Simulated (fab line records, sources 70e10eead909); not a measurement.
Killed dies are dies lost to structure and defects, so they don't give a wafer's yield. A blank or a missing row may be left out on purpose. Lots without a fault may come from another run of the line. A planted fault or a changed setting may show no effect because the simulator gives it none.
A struck lot beside a sound one | flow nand_harc | 16 steps out of a route of 1302
Sound: wafers L798.2, L798.4, L798.6. Struck: wafers L811.3, L811.4, L811.6. The cause comes at the end.
At each step with rows: each side's tool, then ch and its chambers, then its first start. Under that, the readings that differ: sound wafers | struck wafers | difference of the means | sigmas: that difference in standard deviations of wafers without a fault.
alike: readings whose means differ by less than 2 such deviations, and words and numbers that are the same on both sides. not compared: withheld readings, readings that some wafer has no value for, bounds like >300 that may hide the same value, and numbers for which the record gives no deviation and whose values overlap.
The two part at a step that has a row with sigmas, a row that says differs or no value, or rows on one side only. Numbers that don't overlap but have no deviation are shown without sigmas and don't part them. A reading that every wafer of one side lacks parts them only if that side has two wafers or more.

NHARC_P_START_INSPECT_01:
  sound on defect_inspect-02, day 3 22:02; struck on defect_inspect-02, day 9 08:02
  alike: raw_defect_count
then, 10 steps without rows for these wafers: NHARC_P_ZERO_WELL_PRECLEAN_00 (cleans in SPM, time 600 s); NHARC_P_ZERO_WELL_SRD_01; NHARC_P_ZERO_WELL_PECVD_02 (deposits SiO2, target thk 10 nm); NHARC_P_ZERO_WELL_DEHYDRATE_03 (time 120 s); NHARC_P_ZERO_WELL_HMDS_04 (time 30 s); NHARC_P_ZERO_WELL_COAT_64 (time 65 s); NHARC_P_ZERO_WELL_COAT_05 (resist thk 600 nm); NHARC_P_ZERO_WELL_SOFTBAKE_06 (time 70 s); NHARC_P_ZERO_WELL_EBR_07; NHARC_P_ZERO_WELL_EXPOSE_08 (exposes mask P ZERO, target cd 500 nm).
NHARC_P_ZERO_WELL_PEB_09: peb time 80 s.
  sound on litho_track-05 ch 0, day 3 23:10; struck on litho_track-05 ch 0, day 9 09:09
  reading                  | sound                | struck               | difference | sigmas
  heater_power_total_W (W) | 189.4 189.1 189.5    | 197.6 199.9 198.5    | +9.3       | +12
  plate_temp_C (C)         | 128.11 127.92 128.04 | 132.59 132.72 132.69 | +4.64      | +39
  alike: exhaust_pa
then, 1 step without rows for these wafers: NHARC_P_ZERO_WELL_DEVELOP_10 (time 50 s).
NHARC_P_ZERO_WELL_CD_MEAS_11: target cd 500 nm.
  sound on cd_sem-01 ch 0, day 3 23:15; struck on cd_sem-01 ch 0, day 9 09:14
  reading    | sound             | struck            | difference | sigmas
  cd_nm (nm) | 501.8 497.5 499.7 | 522.5 519.5 523.2 | +22.1      | +11
then, 1 step without rows for these wafers: NHARC_P_ZERO_WELL_HARDBAKE_12 (time 65 s).
NHARC_END_SORT_01:
  the record has rows for the sound wafers here (prober-01 ch 0, day 26 23:02) and none for the struck ones

WHERE THEY PART
First at NHARC_P_ZERO_WELL_PEB_09; last, within this record, at NHARC_END_SORT_01.

WHY: what the simulator had put in
Process parameter drift: litho_track-05, from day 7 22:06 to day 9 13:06, at NHARC_P_ZERO_WELL_PEB_09. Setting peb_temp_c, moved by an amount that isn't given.
